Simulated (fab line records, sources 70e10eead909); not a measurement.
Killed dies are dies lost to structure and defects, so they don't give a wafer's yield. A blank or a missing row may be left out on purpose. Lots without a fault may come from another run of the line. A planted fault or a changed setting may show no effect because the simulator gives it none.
Which tool did it? | flow nand_harc | 13 lots, 39 wafers sampled, at 5 steps of a route of 1302

WHAT THE GAUGES READ, wafer by wafer
NHARC_A_ONON_D2_THK_MEAS_24: measures by ellipsometry.
lot  | measured     | on            | thk_nm (nm)
L897 | day 12 18:17 | film_metro-02 | 1000 1001 1002
L898 | day 13 17:30 | film_metro-02 | 1004 1006 1004
L899 | day 14 02:14 | film_metro-01 | 1017 1015 1016
L902 | day 14 15:26 | film_metro-01 | 1017 1014 1015
L903 | day 14 20:51 | film_metro-02 | 990 988 990
L904 | day 15 22:52 | film_metro-02 | 997 998 996
L905 | day 15 22:52 | film_metro-01 | 1005 1003 1005
L906 | day 17 05:38 | film_metro-01 | 1015 1014 1016
L907 | day 17 05:37 | film_metro-02 | 996 996 996
L919 | day 22 05:55 | film_metro-02 | 1003 1003 1005
L920 | day 22 05:55 | film_metro-01 | 1015 1016 1015

NHARC_END_SORT_01.
lot  | measured     | on        | killed_at_array | killed_at_other | killed_at_periphery | killed_dies | killed_open | killed_short
L911 | day 31 10:37 | prober-01 | 673 676 669     | 0 1 1           | 4 0 7               | 677 677 677 | 6 4 4       | 2 1 4
L912 | day 31 02:01 | prober-02 | 672 670 672     | 3 3 5           | 2 4 0               | 677 677 677 | 4 1 3       | 2 2 2

WHICH TOOL RAN EACH LOT (tool, then ch and the chambers of the sampled wafers, then the start)
lot  | NHARC_A_CHANNEL_HOLE_D1_ETCH_33  | NHARC_A_CHANNEL_FILL_D1_ALD_16   | NHARC_A_DECK1_JOINT_CMP_02
L897 | har_etch-01 ch 0,1, day 8 16:07  | ald_hk-04 ch 0,1,3, day 9 04:32  | cmp-01 ch 1,2,3, day 12 03:29
L898 | har_etch-02 ch 0,1, day 9 06:37  | ald_hk-02 ch 0,1,3, day 9 20:44  | cmp-01 ch 1,2,3, day 13 03:41
L899 | har_etch-01 ch 0,1, day 9 20:30  | ald_hk-01 ch 2,3, day 10 12:16   | cmp-02 ch 0,1,3, day 13 12:13
L902 | har_etch-02 ch 0,1, day 10 13:40 | ald_hk-02 ch 0,1,2, day 11 03:20 | cmp-01 ch 1,3, day 14 01:42
L903 | har_etch-01 ch 0,1, day 10 21:29 | ald_hk-01 ch 0,1,2, day 11 11:37 | cmp-01 ch 0,2,3, day 14 08:29
L904 | har_etch-02 ch 1, day 11 17:08   | ald_hk-01 ch 1,2,3, day 12 12:08 | cmp-03 ch 0,3, day 15 10:50
L905 | har_etch-01 ch 0,1, day 12 00:45 | ald_hk-01 ch 1,2, day 12 14:56   | cmp-01 ch 0,2, day 15 10:50
L906 | har_etch-02 ch 0,1, day 12 22:41 | ald_hk-04 ch 1,3, day 13 16:37   | cmp-01 ch 0,2,3, day 16 16:55
L907 | har_etch-01 ch 0,1, day 13 02:28 | ald_hk-04 ch 0,1,3, day 13 16:47 | cmp-03 ch 0,1, day 16 16:57
L911 | har_etch-02 ch 0,1, day 14 21:20 | ald_hk-01 ch 0,1,3, day 15 12:19 | cmp-03 ch 0,1, day 18 11:25
L912 | har_etch-01 ch 1, day 14 22:53   | ald_hk-02 ch 1,2,3, day 15 12:22 | cmp-03 ch 0,3, day 18 11:34
L919 | har_etch-01 ch 0,1, day 17 21:36 | ald_hk-01 ch 0,1,2, day 18 11:50 | cmp-03 ch 0,1, day 21 17:47
L920 | har_etch-01 ch 1, day 18 07:17   | ald_hk-02 ch 0,2,3, day 18 21:29 | cmp-01 ch 1,3, day 21 17:47
- NHARC_A_CHANNEL_HOLE_D1_ETCH_33: etches the open film in C4F8/O2/Ar, time 90 s, target depth 400 nm.
- NHARC_A_CHANNEL_FILL_D1_ALD_16: deposits SiO2, target thk 1.5 nm, pulse time 10 s, ald cycles 15.
- NHARC_A_DECK1_JOINT_CMP_02: polishes SiOx.

WHAT THE TOOLS THEMSELVES READ (means of the sampled wafers that have a number; where no wafer has one, the mark that the record gives instead)
NHARC_A_CHANNEL_HOLE_D1_ETCH_33.
lot  | tool        | drypump_motor_current_A (A) | showerhead_plenum_p_Torr (Torr) | throttle_valve_pct (%)
L897 | har_etch-01 | 5.3                         | 3.64                            | 27.614
L898 | har_etch-02 | 5.7                         | 3.81                            | 27.611
L899 | har_etch-01 | 5.3                         | 3.69                            | 27.619
L902 | har_etch-02 | 5.7                         | 3.80                            | 27.627
L903 | har_etch-01 | 5.3                         | 3.62                            | 27.622
L904 | har_etch-02 | 6.0                         | 3.78                            | 27.621
L905 | har_etch-01 | 5.3                         | 3.67                            | 27.618
L906 | har_etch-02 | 5.9                         | 3.77                            | 27.622
L907 | har_etch-01 | 5.3                         | 3.66                            | 27.620
L911 | har_etch-02 | 5.9                         | 3.77                            | 27.616
L912 | har_etch-01 | 5.4                         | 3.71                            | 27.618
L919 | har_etch-01 | 5.3                         | 3.62                            | 27.624
L920 | har_etch-01 | 5.4                         | 3.67                            | 27.620

NHARC_A_CHANNEL_FILL_D1_ALD_16.
lot  | tool      | heater_power_w (W) | precursor_pulse_height_rel
L897 | ald_hk-04 | 449                | 0.994
L898 | ald_hk-02 | 398                | 1.004
L899 | ald_hk-01 | 467                | 0.989
L902 | ald_hk-02 | 418                | 0.996
L903 | ald_hk-01 | 484                | 0.983
L904 | ald_hk-01 | 475                | 1.007
L905 | ald_hk-01 | 501                | 0.995
L906 | ald_hk-04 | 465                | 1.011
L907 | ald_hk-04 | 452                | 0.977
L911 | ald_hk-01 | 435                | 0.987
L912 | ald_hk-02 | 415                | 1.000
L919 | ald_hk-01 | 466                | 1.002
L920 | ald_hk-02 | 402                | 1.019

NHARC_A_DECK1_JOINT_CMP_02.
lot  | tool   | edge_zone_pressure_frac | motor_current_A (A)
L897 | cmp-01 | 0.999                   | 12.0
L898 | cmp-01 | 1.000                   | 12.2
L899 | cmp-02 | 1.001                   | 12.2
L902 | cmp-01 | 1.004                   | 13.1
L903 | cmp-01 | 0.996                   | 12.4
L904 | cmp-03 | 0.998                   | 12.2
L905 | cmp-01 | 0.995                   | 12.4
L906 | cmp-01 | 1.001                   | 13.0
L907 | cmp-03 | 1.001                   | 11.4
L911 | cmp-03 | -                       | -
L912 | cmp-03 | -                       | -
L919 | cmp-03 | 1.000                   | 11.6
L920 | cmp-01 | 0.998                   | 12.7

THE ANSWER, worked out from the rows above alone
Rule: what is usual is taken from the lots themselves. Put in order of their means at a reading, lots are off if they are a third of the lots or fewer, leave a main group of 4 or more, and stand apart from it by a gap of 3 or more times the standard deviation of the main group's means; of several such gaps the widest counts. A main group whose means are all the same, to the digits that the tables above print for the reading, isn't used. A lot without any number at a reading at which 4 lots or more have one is off too. The other lots that the step has rows for count as sound. The gauges are gone through in route order, then the tools' own readings, and for those a lot's mean is taken as printed above. The first step at which some lot is off is used, and at that step the reading that is off furthest; a lot without a number counts as furthest.
Off: L911, L912, at NHARC_A_DECK1_JOINT_CMP_02 (edge_zone_pressure_frac). Without a number there: L911, L912. The main group: mean 0.999, standard deviation 0.0024.
A tool fits if, at that step or a process step before it, it ran every lot that is off, and no sound lot after the first of them. None of those tried fits.

WHAT THE SIMULATOR HAD PUT IN
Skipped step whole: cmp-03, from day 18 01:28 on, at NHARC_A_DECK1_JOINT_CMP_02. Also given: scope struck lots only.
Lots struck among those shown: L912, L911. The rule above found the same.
